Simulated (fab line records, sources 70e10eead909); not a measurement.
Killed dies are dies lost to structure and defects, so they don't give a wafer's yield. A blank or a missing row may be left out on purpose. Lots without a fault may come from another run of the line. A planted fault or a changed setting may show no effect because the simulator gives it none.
Chamber matching | flow nand_harc | NHARC_THIN_TSV_ETCHBACK_48 on rie_diel-13: 4 sister chambers
The step etches the open film in C4F8/Ar, target depth 1028.5 nm, time 405.17 s. 4 wafers are shown with their chamber, then 7 later ones without.

WAFERS WITH THEIR CHAMBER
wafer  | chamber | rf_vpp_V (V)
L957.6 | 0       | 542
L959.3 | 3       | 546
L958.1 | 2       | 549
L958.4 | 1       | 547

WAFERS WITHOUT THEIR CHAMBER
wafer  | rf_vpp_V (V)
L958.6 | 540
L960.2 | 545
L960.4 | 543
L960.5 | 548
L970.3 | 547
L970.4 | 549
L970.6 | 550

WHICH CHAMBER EACH WENT THROUGH
wafer  | from the rows above          | in truth
L958.6 | 0                            | 0
L960.2 | can't be placed: 3 or 1 or 0 | 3
L960.4 | can't be placed: 0 or 3      | 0
L960.5 | can't be placed: 1 or 2 or 3 | 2
L970.3 | can't be placed: 1 or 3 or 2 | 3
L970.4 | can't be placed: 2 or 1      | 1
L970.6 | can't be placed: 2 or 1      | 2
Placed correctly: 1 of 7. Can't be placed from these rows: 6 (the true chamber is among the candidates in 6). Placed wrongly: 0.
How it was worked out, from the rows above alone: a wafer's distance from a chamber is the root of the sum, over the readings, of the square of ((its reading less the chamber's mean) divided by the reading's scatter). The wafer belongs to the nearest chamber; if the next one is less than 2 further off, it can't be placed. A chamber's mean is the mean of its shown wafers. The scatter: with one shown wafer a chamber, the root of the mean of the squares of how far each hidden wafer lies from its nearest shown one.
